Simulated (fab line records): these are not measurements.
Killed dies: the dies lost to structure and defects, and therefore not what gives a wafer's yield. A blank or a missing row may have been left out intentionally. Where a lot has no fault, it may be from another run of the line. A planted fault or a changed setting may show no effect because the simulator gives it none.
Chamber matching / flow n5_finfet / ald_sin-01 running N5_BEOL_M0_SAQP_ALD_48: 4 sister chambers
The step deposits SiO2, target thk 20 nm, pulse time 1 s, co reactant pulse time 1 s. 8 wafers are shown with their chamber, then 9 later ones without.

== WAFERS WITH THEIR CHAMBER ==
wafer=L081.6; chamber=3; heater_power_w (W)=83; precursor_pulse_height_rel=0.973
wafer=L083.3; chamber=3; heater_power_w (W)=83; precursor_pulse_height_rel=1.013
wafer=L085.5; chamber=0; heater_power_w (W)=82; precursor_pulse_height_rel=0.990
wafer=L091.5; chamber=2; heater_power_w (W)=73; precursor_pulse_height_rel=1.008
wafer=L091.6; chamber=1; heater_power_w (W)=77; precursor_pulse_height_rel=1.012
wafer=L092.1; chamber=2; heater_power_w (W)=72; precursor_pulse_height_rel=1.007
wafer=L092.3; chamber=0; heater_power_w (W)=83; precursor_pulse_height_rel=0.980
wafer=L092.4; chamber=1; heater_power_w (W)=79; precursor_pulse_height_rel=0.994

== WAFERS MISSING THEIR CHAMBER ==
wafer=L093.1; heater_power_w (W)=81; precursor_pulse_height_rel=0.996
wafer=L093.2; heater_power_w (W)=78; precursor_pulse_height_rel=0.999
wafer=L093.5; heater_power_w (W)=74; precursor_pulse_height_rel=0.975
wafer=L094.1; heater_power_w (W)=77; precursor_pulse_height_rel=1.017
wafer=L094.3; heater_power_w (W)=79; precursor_pulse_height_rel=0.968
wafer=L094.5; heater_power_w (W)=83; precursor_pulse_height_rel=0.985
wafer=L095.4; heater_power_w (W)=82; precursor_pulse_height_rel=0.977
wafer=L095.5; heater_power_w (W)=75; precursor_pulse_height_rel=1.027
wafer=L095.6; heater_power_w (W)=81; precursor_pulse_height_rel=0.958

== EACH ONE'S CHAMBER ==
wafer=L093.1; from the rows above=can't be placed: 0 or 3 or 1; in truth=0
wafer=L093.2; from the rows above=1; in truth=1
wafer=L093.5; from the rows above=2; in truth=2
wafer=L094.1; from the rows above=1; in truth=1
wafer=L094.3; from the rows above=can't be placed: 1 or 0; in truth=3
wafer=L094.5; from the rows above=can't be placed: 3 or 0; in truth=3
wafer=L095.4; from the rows above=can't be placed: 0 or 3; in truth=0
wafer=L095.5; from the rows above=can't be placed: 2 or 1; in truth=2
wafer=L095.6; from the rows above=can't be placed: 0 or 3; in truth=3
Correct placement for 3 of the 9. Unplaceable from these rows: 6, with the true chamber sitting among the candidates in 5. Number placed wrongly: 0.
How it was worked out, from the rows above alone: a wafer's distance from a chamber is the root of the sum, over the readings, of the square of ((its reading less the chamber's mean) divided by the reading's scatter). The wafer belongs to the nearest chamber; if the next one is less than 2 further off, it can't be placed. Each chamber's mean is taken over the wafers shown for it. The scatter is the square root of a quotient: the sum, over the shown wafers, of each reading's squared deviation from its chamber's mean, divided by wafers minus chambers.
